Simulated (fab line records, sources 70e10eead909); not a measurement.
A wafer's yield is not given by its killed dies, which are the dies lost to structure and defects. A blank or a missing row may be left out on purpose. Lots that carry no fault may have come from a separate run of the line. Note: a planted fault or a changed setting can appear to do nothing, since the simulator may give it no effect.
2 desks, one fault | flow nand_harc | each desk holds nothing but its own numbers, with what lay behind them at the end

== TOOL OWNER'S DESK, pecvd_onon-04 ==
The tool's own readings at NHARC_A_ONON_D1_DEP_06 (target thk 1000 nm): means of the sampled wafers that have a number, for each lot that ran on this tool. Any lot whose mean is over 4 standard deviations away from the usual mean is out of limits and marked OUT; that distance is given in the brackets.
Columns: A = n2_flow_sccm at NHARC_A_ONON_D1_DEP_06, usual 2752 sccm; B = susceptor_temp_C at NHARC_A_ONON_D1_DEP_06, usual 400.02 C
lot  | first seen here | A    | B
L828 | day 12 07:43    | 2755 | 399.82
L829 | day 12 16:58    | 2757 | 400.14
L834 | day 14 23:35    | 2758 | 399.90
L836 | day 16 04:01    | 2759 | 400.17
L839 | day 17 05:55    | 2753 | 399.99
This desk found nothing out of limits on any of the 5 lots.

== METROLOGY DESK ==
What the gauges read, lot by lot, whatever tool the lot ran on: means of the sampled wafers that have a number. Any lot whose mean is over 4 standard deviations away from the usual mean is out of limits and marked OUT; that distance is given in the brackets.
Columns: A = thk_nm at NHARC_A_ONON_D1_THK_MEAS_08, usual 998 nm
lot  | first seen here | A
L817 | day 7 17:10     | 996
L818 | day 8 12:07     | 999
L820 | day 9 00:54     | 974
L822 | day 9 23:34     | 1008
L828 | day 12 08:14    | 1067 (+5.8) OUT
L829 | day 12 17:29    | 1067 (+5.8) OUT
L833 | day 15 00:05    | 992
L834 | day 15 00:05    | 988
L835 | day 15 10:02    | 1016
L836 | day 16 04:28    | 1023
L837 | day 16 04:29    | 1006
L838 | day 16 22:23    | 1007
L839 | day 17 06:26    | 1011
L840 | day 17 17:39    | 995
This desk's verdict: out of limits on L828, L829, starting with L828 at day 12 08:14 (thk_nm at NHARC_A_ONON_D1_THK_MEAS_08). In limits: L817, L818, L820, L822, L833, L834, L835, L836, L837, L838, L839, L840.

== ALL TOGETHER ==
Metrology desk: alarm possible at day 12 08:14 on L828, L829.
The desk of the tool owner found nothing out of limits.
Tool owner's desk: L828, L829 on record, inside its limits.
The lots listed all ran NHARC_A_ONON_D1_DEP_06 on pecvd_onon-04.

== WHAT HAD BEEN PUT IN BY THE SIMULATOR ==
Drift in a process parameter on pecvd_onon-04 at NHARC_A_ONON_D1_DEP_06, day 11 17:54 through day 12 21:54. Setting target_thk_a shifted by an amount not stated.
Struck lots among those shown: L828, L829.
Delay in hours, fault start to first out-of-limits reading, per desk: metrology desk 14.
